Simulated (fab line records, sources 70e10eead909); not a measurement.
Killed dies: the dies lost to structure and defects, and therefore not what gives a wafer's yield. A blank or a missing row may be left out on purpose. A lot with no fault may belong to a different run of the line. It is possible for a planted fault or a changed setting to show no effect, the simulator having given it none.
The same fault as seen by 2 desks / flow nand-harc / only its own numbers are on each desk; what lay behind them is given at the end

== THE DEFECT DESK ==
For each lot, the counts of the inspections along the route, averaged over the sampled wafers that have a number. A lot is out of limits, marked OUT, if its mean lies more than 4 standard deviations from the usual mean; the brackets give that distance.
Columns: A = raw-defect-count at NHARC_A_CHANNEL_HOLE_D1_INSPECT_40, usual 70
lot=L575; first seen here=day 8 19:52; A=83
lot=L577; first seen here=day 9 19:07; A=116
lot=L578; first seen here=day 9 22:44; A=38
lot=L580; first seen here=day 11 07:01; A=94
lot=L585; first seen here=day 13 08:21; A=93
lot=L587; first seen here=day 13 14:23; A=44
lot=L586; first seen here=day 13 16:41; A=102
lot=L592; first seen here=day 15 14:19; A=53
lot=L590; first seen here=day 15 15:19; A=91
lot=L591; first seen here=day 15 22:40; A=66
lot=L593; first seen here=day 16 01:05; A=92
lot=L596; first seen here=day 17 16:02; A=49
lot=L597; first seen here=day 18 07:50; A=87
lot=L598; first seen here=day 18 11:49; A=55
This desk's finding: nothing out of limits on any of the 14 lots.

== FOR THE TOOL OWNER'S DESK: ald-sin-batch-02 ==
The tool's own readings at NHARC_A_CHANNEL_FILL_D1_ALD_15 (deposits SiNx, target thk 2 nm, pulse time 60 s, ald cycles 19): means of the sampled wafers that have a number, for each lot that ran on this tool. A lot is out of limits, marked OUT, if its mean lies more than 4 standard deviations from the usual mean; the brackets give that distance.
Columns: A = precursor-pulse-height-rel at NHARC_A_CHANNEL_FILL_D1_ALD_15, usual 0.998
lot=L578; first seen here=day 10 09:02; A=1.007
lot=L590; first seen here=day 16 02:09; A=1.010
lot=L592; first seen here=day 16 02:09; A=1.001
lot=L591; first seen here=day 16 11:31; A=1.002
lot=L593; first seen here=day 16 11:31; A=1.010
This desk's finding: nothing out of limits on any of the 5 lots.

== PUT TOGETHER ==
Nothing out of limits was seen by the defect desk.
The desk of the tool owner found nothing out of limits.

== WHAT HAD BEEN PUT IN BY THE SIMULATOR ==
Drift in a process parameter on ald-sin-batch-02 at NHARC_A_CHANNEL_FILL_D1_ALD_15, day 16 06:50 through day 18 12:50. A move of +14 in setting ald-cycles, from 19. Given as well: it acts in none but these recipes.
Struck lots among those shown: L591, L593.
